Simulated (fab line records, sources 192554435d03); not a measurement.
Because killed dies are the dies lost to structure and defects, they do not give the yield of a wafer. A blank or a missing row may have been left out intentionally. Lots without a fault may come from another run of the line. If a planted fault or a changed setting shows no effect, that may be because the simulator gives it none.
Comparing a struck lot with a sound one -- flow n5 finfet -- 14 steps out of a route of 1938
Sound: the wafers L651.2, L651.3, L651.5. Wafers L664.3, L664.4, L664.5 were the ones struck. The cause is given at the end.
Per side, at each step with rows, come the tool, then ch with its chambers, and then its first start. Under that, the readings that differ: sound wafers -- struck wafers -- difference of the means -- sigmas: that difference in standard deviations of wafers without a fault.
alike: readings with means less than 2 such deviations apart, plus words and numbers identical on both sides. not compared: withheld readings, readings lacking a value on some wafer, bounds such as >300 that could conceal the same value, and numbers that have no deviation in the record and whose values overlap.
Wherever a step has rows on one side only, a row that says differs or no value, or a row with sigmas, the two part there. Non-overlapping numbers with no deviation appear without sigmas and do not part them. Lack of a reading on every wafer of one side parts them only where that side has two or more wafers.

N5_BEOL_M10_STRIP_77: strips in N2/H2, time 10 s.
  sound: rie diel-05 ch 1,3; struck: rie diel-05 ch 0,2
  alike: drypump motor current A, h2 flow sccm, oes product au, rf vpp V, showerhead plenum p Torr, throttle valve pct
  not compared: rf hours counter h
N5_BEOL_M10_OCD_MEAS_38:
  sound: ocd-01 at day 11 01:59; struck: ocd-02 at day 14 22:05
  alike: trench depth nm
then, 4 steps without rows for these wafers: N5_BEOL_M10_HM_STRIP_39 (strips TiN in peroxide tin strip, target depth 25 nm, time 158 s); N5_BEOL_M10_SRD_40 (time 30 s); N5_BEOL_M10_PRECLEAN_42 (cleans in residue remover, time 60 s); N5_BEOL_M10_SRD_43 (time 30 s).
N5_BEOL_M10_CD_MEAS_35: the cd target is 70 nm.
  sound: cd sem-01 at day 11 02:09; struck: cd sem-01 at day 14 22:14
  alike: cd nm
then, 1 step without rows for these wafers: N5_BEOL_M10_CURE_72 (cures SiCOH lowk, time 120 s).
N5_BEOL_M10_DEGAS_44: time 60 s.
  sound: pvd sputter-01 at day 11 02:40; struck: pvd sputter-03 at day 14 22:37
  alike: heater power w
N5_BEOL_M10_PRE_CLEAN_45: time 30 s.
  sound: pvd sputter-01 at day 11 02:43; struck: pvd sputter-03 at day 14 22:40
  alike: heater power w
N5_BEOL_M10_ALD_74: deposits TaN, target thk 2 nm, pulse time 2 s, purge time 3 s.
  sound on ald metal-02 ch 1,2, day 11 02:47; struck on ald metal-03 ch 0,1,3, day 14 22:43
  alike: heater power w, precursor vessel temp c
  not compared: since wet clean h
N5_BEOL_M10_SURFACE_TREAT_76:
  sound: pvd sputter-03 at day 11 03:16; struck: pvd sputter-03 at day 14 23:10
  not compared: throttle valve pct
N5_BEOL_M10_CVD_75: deposits Co from CCTBA/H2, target thk 2 nm, time 138.9 s.
  sound on cvd co-02 ch 0,1,2, day 11 03:35; struck on cvd co-02 ch 0,2, day 14 23:32
  not compared: since wet clean h
then, 1 step without rows for these wafers: N5_BEOL_M10_SPUTTER_48 (material Cu, target thk 12 nm, time 2 s).

## WHERE THEY PART
Nowhere in this record.

WHY: whatever the simulator had introduced
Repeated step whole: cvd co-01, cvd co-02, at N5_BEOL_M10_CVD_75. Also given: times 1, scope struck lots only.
